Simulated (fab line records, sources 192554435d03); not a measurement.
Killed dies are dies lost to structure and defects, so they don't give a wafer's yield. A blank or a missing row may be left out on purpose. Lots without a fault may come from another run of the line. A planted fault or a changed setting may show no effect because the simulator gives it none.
One fault seen from 3 desks | flow n5_finfet | each desk has only its own numbers; what lay behind them comes last

THE DEFECT DESK
What the inspections along the route counted, lot by lot: means of the sampled wafers that have a number. A lot is out of limits, marked OUT, if its mean lies more than 4 standard deviations from the usual mean; the brackets give that distance.
Columns: A = raw_defect_count at N5_BEOL_M4_INSPECT_59, usual 72
lot  | first seen here | A
L659 | day 10 01:37    | 80
L660 | day 10 07:55    | 86
L661 | day 10 11:33    | 52
L663 | day 10 20:35    | 89
L666 | day 11 10:31    | 81
L667 | day 11 12:04    | 85
L664 | day 11 21:36    | 79
L669 | day 12 11:42    | 66
L672 | day 12 13:54    | 74
L678 | day 14 19:15    | 88
L680 | day 15 03:18    | 58
L681 | day 15 13:24    | 64
This desk's finding: nothing out of limits on any of the 12 lots.

THE TOOL OWNER'S DESK: litho_track-01
The tool's own readings at N5_BEOL_M5_COAT_65 (time 60 s, resist thk 60 nm): means of the sampled wafers that have a number, for each lot that ran on this tool. A lot is out of limits, marked OUT, if its mean lies more than 4 standard deviations from the usual mean; the brackets give that distance.
Columns: A = chill_plate_temp_C at N5_BEOL_M5_COAT_65, usual 23.00 C; B = resist_line_temp_C at N5_BEOL_M5_COAT_65, usual 22.99 C; C = spin_speed_rpm at N5_BEOL_M5_COAT_65, usual 1499.9 rpm
lot  | first seen here | A     | B     | C
L659 | day 10 09:48    | 22.92 | 22.97 | 1499.9
L666 | day 11 15:14    | 23.05 | 22.92 | 1500.1
L667 | day 11 16:10    | 23.04 | 23.05 | 1499.8
L664 | day 12 03:01    | 22.97 | 22.97 | 1499.4
L678 | day 15 00:46    | 23.03 | 22.97 | 1432.4 (-86) OUT
L680 | day 15 07:56    | 22.90 | 23.01 | 1431.2 (-88) OUT
This desk's finding: out of limits on L678, L680; first on L678, day 15 00:46 (spin_speed_rpm at N5_BEOL_M5_COAT_65). In limits: L659, L666, L667, L664.

THE METROLOGY DESK
What the gauges read, lot by lot, whatever tool the lot ran on: means of the sampled wafers that have a number. A lot is out of limits, marked OUT, if its mean lies more than 4 standard deviations from the usual mean; the brackets give that distance.
Columns: A = M5_OVL at N5_BEOL_M5_OVL_MEAS_12, usual 0.2 nm
lot  | first seen here | A
L659 | day 10 07:40    | 1.1
L660 | day 10 11:07    | 0.4
L661 | day 10 16:47    | -0.3
L663 | day 11 00:52    | -0.2
L666 | day 11 14:34    | 0.6
L667 | day 11 14:58    | 0.4
L664 | day 12 01:49    | 0.0
L669 | day 12 15:47    | -0.3
L672 | day 12 19:02    | 0.2
L678 | day 14 23:01    | 0.5
L680 | day 15 06:09    | -0.2
L681 | day 15 16:14    | 0.6
This desk's finding: nothing out of limits on any of the 12 lots.

PUT TOGETHER
The tool owner's desk could have raised an alarm at day 15 00:46, on L678, L680.
The defect desk saw nothing out of limits.
The metrology desk saw nothing out of limits.
The defect desk has L678, L680 on record, within its limits.
The metrology desk has L678, L680 on record, within its limits.
Of the lots named, all ran N5_BEOL_M5_COAT_65 on litho_track-01.

WHAT THE SIMULATOR HAD PUT IN
Process parameter drift: litho_track-01, from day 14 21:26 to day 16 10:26, at N5_BEOL_M5_COAT_65. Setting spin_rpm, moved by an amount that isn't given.
Lots struck among those shown: L678, L680.
Hours from the fault's start to each desk's first reading out of limits: the tool owner's desk, 3.
